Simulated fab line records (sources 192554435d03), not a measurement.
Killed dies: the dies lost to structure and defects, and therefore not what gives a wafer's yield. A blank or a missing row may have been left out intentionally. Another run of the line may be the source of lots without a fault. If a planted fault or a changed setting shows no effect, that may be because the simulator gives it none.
Split-lot experiment ; flow n5Finfet ; 39 wafers read from 7 lots, route of 1938 steps

## THE SPLIT ITSELF
At N5_BEOL_M12_DEP_53 (deposits SiCN from 3MS/NH3, target thk 30 nm, time 10.5 s), the setting targetThkA was moved away from the recipe's 300 angstrom on 18 of the 39 wafers read, by -49.6% to +59.4%. The other wafers ran this setting at the recipe's value.

The reading is taken at the split's own step.

## THE READING
SiCN_of_BEOL_M12_DEP_53.thkNm (the simulator's own value, which no gauge read), in nm, at N5_BEOL_M12_DEP_53 (deposits SiCN from 3MS/NH3, target thk 30 nm, time 10.5 s). The file gives no usual value for it. Here, 21 wafers ran the recipe; their average is 30.1 nm with a standard deviation of 0.36 nm.

wafer;tool, chamber at the split;targetThkA as run, angstrom;against the recipe;SiCN_of_BEOL_M12_DEP_53.thkNm, nm;against lot-mates on the recipe
L075.1;pecvd-04, 0;300;recipe;29.2;-
L075.2;pecvd-04, 1;413.8;+37.9%;41;+11.1
L075.3;pecvd-04, 2;413.8;+37.9%;40.6;+10.7
L075.4;pecvd-04, 0;413.8;+37.9%;41.2;+11.3
L075.5;pecvd-04, 2,1;300;recipe;30.2;-
L075.6;pecvd-04, 2,1;300;recipe;30.2;-
L074.2;pecvd-01, 2;300;recipe;29.4;-
L074.4;pecvd-01, 2;300;recipe;30.2;-
L074.5;pecvd-01, 1;300;recipe;30.8;-
L077.1;pecvd-01, 2;478.3;+59.4%;47;+16.9
L077.2;pecvd-01, 0;300;recipe;29.8;-
L077.3;pecvd-01, 1;300;recipe;30.2;-
L077.4;pecvd-01, 0;300;recipe;30.4;-
L077.5;pecvd-01, 2;478.3;+59.4%;47.8;+17.7
L077.6;pecvd-01, 1;478.3;+59.4%;48.2;+18.1
L080.1;pecvd-01, 2;300;recipe;30;-
L080.2;pecvd-01, 1;300;recipe;30.4;-
L080.3;pecvd-01, 0,2;167.1;-44.3%;17;-13.3
L080.4;pecvd-01, 0,2;167.1;-44.3%;17;-13.3
L080.5;pecvd-01, 0;300;recipe;30.6;-
L080.6;pecvd-01, 1;167.1;-44.3%;17.4;-12.9
L084.1;pecvd-01, 1,2;300;recipe;30.2;-
L084.4;pecvd-01, 1,2;300;recipe;30.2;-
L084.2;pecvd-01, 0;300;recipe;29.8;-
L084.3;pecvd-01, 2;418.5;+39.5%;41.2;+11.1
L084.5;pecvd-01, 1;418.5;+39.5%;42.4;+12.3
L084.6;pecvd-01, 0;418.5;+39.5%;42.6;+12.5
L091.1;pecvd-04, 0;402.5;+34.2%;40;+9.7
L091.2;pecvd-04, 1;402.5;+34.2%;40.4;+10.1
L091.3;pecvd-04, 2;402.5;+34.2%;40.2;+9.9
L091.4;pecvd-04, 0;300;recipe;30.2;-
L091.5;pecvd-04, 2,1;300;recipe;30.4;-
L091.6;pecvd-04, 2,1;300;recipe;30.4;-
L089.1;pecvd-01, 1;300;recipe;30;-
L089.2;pecvd-01, 0,1;151.2;-49.6%;15.8;-14.3
L089.4;pecvd-01, 0,1;151.2;-49.6%;15.8;-14.3
L089.3;pecvd-01, 2;151.2;-49.6%;14.8;-15.3
L089.5;pecvd-01, 0,2;300;recipe;30.2;-
L089.6;pecvd-01, 0,2;300;recipe;30.2;-
When a row names more than one chamber, that row covers several wafers, and the file does not tell which wafer ran in which chamber.

FIT RESULTS
A straight line over all 39 wafers: SiCN_of_BEOL_M12_DEP_53.thkNm changes by +0.295 nm for each +1% of targetThkA; r = +1.00; the points scatter about the line by 0.41 nm.
The same after taking each lot's own level away (the mean of its wafers on the recipe; 39 wafers): +0.296 nm for each +1%; r = +1.00; scatter 0.39 nm.
Per that fit: largest targetThkA move, reading shift of 18 nm.
Measured against the standard deviation above, the lots' own levels, which go from 29.87 to 30.33 nm, span 1.3 times it.
The two slopes agree, so the slope changes little with the lot-to-lot level.
Check: +17.7 nm against its lot-mates is what the line predicts for one of the wafers moved furthest among these (+59.4%) when that wafer is left out of the fit. It came out at +16.9 nm against them.

## THE OTHER SPLITS THESE WAFERS WENT THROUGH
Before the reading, these wafers also passed through other splits. Each is held against what the fit with the lots' levels taken away leaves over:
other split on the same wafers;wafers away from the commonest value;r with SiCN_of_BEOL_M12_DEP_53.thkNm (lot level and that fit taken away)
N5_BEOL_M6_ETCH_62 targetDepthA;18;+0.09
N5_BEOL_M8_ILD_DEP_00 targetThkA;15;-0.05
N5_BEOL_M10_VIA_ETCH_34 timeS;15;+0.04

## FILE'S OWN FIT
SiCN_of_BEOL_M12_DEP_53.thkNm changes by +0.296 nm for each +1% of targetThkA, r = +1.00.
